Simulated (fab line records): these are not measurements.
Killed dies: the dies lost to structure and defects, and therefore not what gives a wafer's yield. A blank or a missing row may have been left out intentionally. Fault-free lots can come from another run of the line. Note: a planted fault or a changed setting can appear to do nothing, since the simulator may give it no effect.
Chamber matching	flow nand-harc	NHARC_A_CHANNEL_FILL_D2_ALD_25 on ald-hk-04: 4 sister chambers
The step deposits SiOx, target thk 60 nm, pulse time 10 s, ald cycles 600. 8 wafers are shown with their chamber, then 11 later ones without.

== WAFERS, EACH WITH ITS CHAMBER ==
wafer	chamber	heater-power-w (W)	heater-power-outer-w (W)
L081.3	1	471	267
L081.5	0	542	269
L083.2	3	524	281
L083.6	2	495	280
L084.3	3	494	277
L084.5	1	446	266
L084.6	2	529	291
L086.2	0	524	271

== WAFERS WHOSE CHAMBER IS MISSING ==
wafer	heater-power-w (W)	heater-power-outer-w (W)
L086.5	513	301
L086.6	462	265
L093.1	435	266
L093.5	444	270
L093.6	525	296
L094.2	528	279
L094.1	523	298
L094.5	494	278
L095.2	506	284
L095.4	538	279
L095.5	512	295

== THE CHAMBER EACH PASSED THROUGH ==
wafer	from the rows above	in truth
L086.5	can't be placed: 2 or 3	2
L086.6	1	1
L093.1	1	1
L093.5	1	1
L093.6	can't be placed: 2 or 3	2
L094.2	can't be placed: 3 or 2 or 0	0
L094.1	can't be placed: 2 or 3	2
L094.5	can't be placed: 3 or 2 or 0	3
L095.2	can't be placed: 2 or 3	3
L095.4	can't be placed: 3 or 2 or 0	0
L095.5	can't be placed: 2 or 3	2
Placed correctly: 3 of 11. Not placeable from these rows: 8 (in 8, the candidates include the true chamber). Wrongly placed: 0.
How it was worked out, from the rows above alone: a wafer's distance from a chamber is the root of the sum, over the readings, of the square of ((its reading less the chamber's mean) divided by the reading's scatter). If the next closest chamber is less than 2 further off than the closest, the wafer can't be placed; otherwise it belongs to the closest. Each chamber's mean is taken over the wafers shown for it. The scatter: the root of (the sum of the squares of (reading less its chamber's mean) over the shown wafers, divided by (wafers less chambers)).
